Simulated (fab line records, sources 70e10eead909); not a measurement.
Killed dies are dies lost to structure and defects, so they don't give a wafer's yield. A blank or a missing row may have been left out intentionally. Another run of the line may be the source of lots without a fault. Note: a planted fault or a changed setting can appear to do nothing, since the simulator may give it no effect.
Chamber matching	flow nand-harc	3 sister chambers for NHARC_A_STAIRCASE_DEP_259 on pecvd-04
The step deposits SiON, target thk 30 nm. 18 wafers are shown with their chamber, then 9 later ones without.

WAFERS WITH THEIR CHAMBER
wafer	chamber	heater-power-w (W)
L075.1	1	641
L075.2	0	729
L075.5	1	647
L079.2	1	626
L079.3	0	693
L079.5	2	719
L080.4	2	735
L080.5	1	590
L080.6	0	810
L085.1	0	810
L085.4	1	573
L085.6	2	633
L088.1	0	700
L088.2	1	576
L088.4	0	713
L087.1	2	646
L087.3	1	617
L087.4	2	653

SIGNATURES (averages over the wafers above)
reading	chamber 0	chamber 1	chamber 2	scatter within a chamber
heater-power-w	742.50	610.00	677.20	43.7
Rule: for each reading, subtract the chamber's mean from the wafer's reading, divide by that reading's scatter and square the result; add these up over the readings and take the root, which gives the wafer's distance from the chamber. If the next closest chamber is less than 2 further off than the closest, the wafer can't be placed; otherwise it belongs to the closest. How the scatter is found: for the shown wafers, subtract from each reading the mean of its chamber, square and add these, divide the total by (wafers less chambers), then take the root.

WAFERS WHOSE CHAMBER IS MISSING
wafer	heater-power-w (W)
L090.3	652
L090.5	586
L090.6	772
L093.1	572
L093.4	741
L093.5	605
L096.1	597
L096.4	586
L096.5	822

THE CHAMBER EACH PASSED THROUGH
wafer	from the rows above	in truth
L090.3	can't be placed: 2 or 1 or 0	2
L090.5	can't be placed: 1 or 2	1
L090.6	can't be placed: 0 or 2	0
L093.1	can't be placed: 1 or 2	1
L093.4	can't be placed: 0 or 2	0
L093.5	can't be placed: 1 or 2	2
L096.1	can't be placed: 1 or 2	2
L096.4	can't be placed: 1 or 2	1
L096.5	can't be placed: 0 or 2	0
Correctly placed: 0 of 9. Cannot be placed on the basis of these rows: 9; the candidates contain the true chamber in 9. Number placed wrongly: 0.
